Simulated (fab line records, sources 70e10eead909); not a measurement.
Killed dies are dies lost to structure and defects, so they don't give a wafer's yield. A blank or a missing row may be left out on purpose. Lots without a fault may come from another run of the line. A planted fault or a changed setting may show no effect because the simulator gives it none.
Problem report in the 8D (eight disciplines) form, filled by code | flow nand_harc | the parts of the form that need people (team, actions taken, sign-off) are left out

1. THE PROBLEM
killed_at_array at NHARC_END_SORT_01 reads a mean of 674 on 1 wafer of 1 lot; wafers without a fault read 26 with a standard deviation of 8.6. That is +75 standard deviations from the usual mean.
First seen on wafer L500.6, day 21 13:52, on prober-02. The record holds 15 wafers of 5 lots with a number at this step. Rule for "out", or "out of limits": more than 4 standard deviations from the usual mean. The other wafers with a number count as sound.

2. WHAT IT IS AND WHAT IT IS NOT
question                    | is                           | is not
which readings at this step | killed_at_array, killed_dies | killed_at_other, killed_at_periphery, killed_open
which lots                  | L500                         | L494, L495, L511, L513
which wafers of those lots  | L500.6                       | L500.2, L500.5
read on which gauges        | prober-02                    | -
when                        | from day 21 13:52            | up to then (8 sound wafers); but 6 sound wafers of L511, L513 came after

3. SUSPECTS, AND WHAT RULES EACH OUT
Counting: a tool at a process step up to the reading stays a suspect if it ran every lot that is out. Sound lots after the first of them don't rule it out here, since some wafers of a struck lot are sound.
- the gauge at NHARC_END_SORT_01: ruled out. All the wafers that are out were read on prober-02, but those of them that NHARC_A_CONTACT_ETCH_48 has rows for are out there too, on other tools.
- acl_dep-02 at NHARC_A_CONTACT_DEP_28 (deposits aC, target thk 3600 nm): kept. It ran the lot that is out, L500 (day 18 06:52).
- rie_diel-07 at NHARC_A_CONTACT_ETCH_48 (etches the open film in CF4, target depth 39 nm, time 65 s): kept. It ran the lot that is out, L500 (day 18 09:43); its last sound lot up to then is L495 (day 17 02:44). Its own readings are out on those wafers: oes_product_au.
- har_cap_etch-02 at NHARC_A_CONTACT_ETCH_112 (etches the open film in C4F8/O2/Ar, time 94 s, target depth 922 nm): kept. It ran the lot that is out, L500 (day 18 11:06); its last sound lot up to then is L495 (day 17 04:20).
- har_cap_etch-02 at NHARC_A_CONTACT_ETCH_120 (etches the open film in C4F8/O2/Ar, time 94 s, target depth 922 nm): kept. It ran the lot that is out, L500 (day 18 11:50); its last sound lot up to then is L495 (day 17 05:15).
- Within rie_diel-07 at NHARC_A_CONTACT_ETCH_48: the wafers that are out ran in chamber 0; their sound lot-mates ran in chambers 2, 3.
- Within har_cap_etch-02 at NHARC_A_CONTACT_ETCH_112: the wafers that are out ran in chamber 1; their sound lot-mates ran in chamber 0.
- Within har_cap_etch-02 at NHARC_A_CONTACT_ETCH_120: the wafers that are out ran in chamber 1; their sound lot-mates ran in chamber 0.
Left after counting: acl_dep-02 at NHARC_A_CONTACT_DEP_28, rie_diel-07 at NHARC_A_CONTACT_ETCH_48, har_cap_etch-02 at NHARC_A_CONTACT_ETCH_112, har_cap_etch-02 at NHARC_A_CONTACT_ETCH_120.

4. THE CAUSE (what the simulator had put in)
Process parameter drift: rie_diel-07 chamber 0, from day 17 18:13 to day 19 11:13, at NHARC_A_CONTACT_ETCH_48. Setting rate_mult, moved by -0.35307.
Counting left 4 suspects, and this tool is among them.

5. THE CHAIN OF EFFECTS, in route order
Each row: a reading whose mean over the struck wafers that have a number lies more than 3 standard deviations from the usual. Only readings for which the record gives a usual standard deviation are gone through. hours: the time from each lot's start at the first step in this table that gives one to its start at this step, as a median over the lots. sigmas: the change in usual standard deviations.
hours | step                    | reading         | usual      | on struck wafers | change | sigmas
0     | NHARC_A_CONTACT_ETCH_48 | oes_product_au  | 1.002 a.u. | 0.791            | -0.211 | -28
76    | NHARC_END_SORT_01       | killed_at_array | 26         | 674              | +648   | +75
76    | NHARC_END_SORT_01       | killed_dies     | 30         | 677              | +647   | +73
The process steps in it:
- NHARC_A_CONTACT_ETCH_48: etches the open film in CF4, target depth 39 nm, time 65 s.

6. WHAT WOULD HAVE CAUGHT IT SOONER
In this record the first reading out of limits at a measuring or inspecting step was taken at day 21 13:52, 92 hours after the fault began at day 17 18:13.
The tool's own readings at NHARC_A_CONTACT_ETCH_48 were out on every struck wafer that the step has a row for (oes_product_au): an alarm limit on them would have fired on the first of those.
All the lots that are out (1) had begun NHARC_A_CONTACT_ETCH_48 on rie_diel-07 by day 21 13:52. A hold on the tool at that time would have spared none of them.
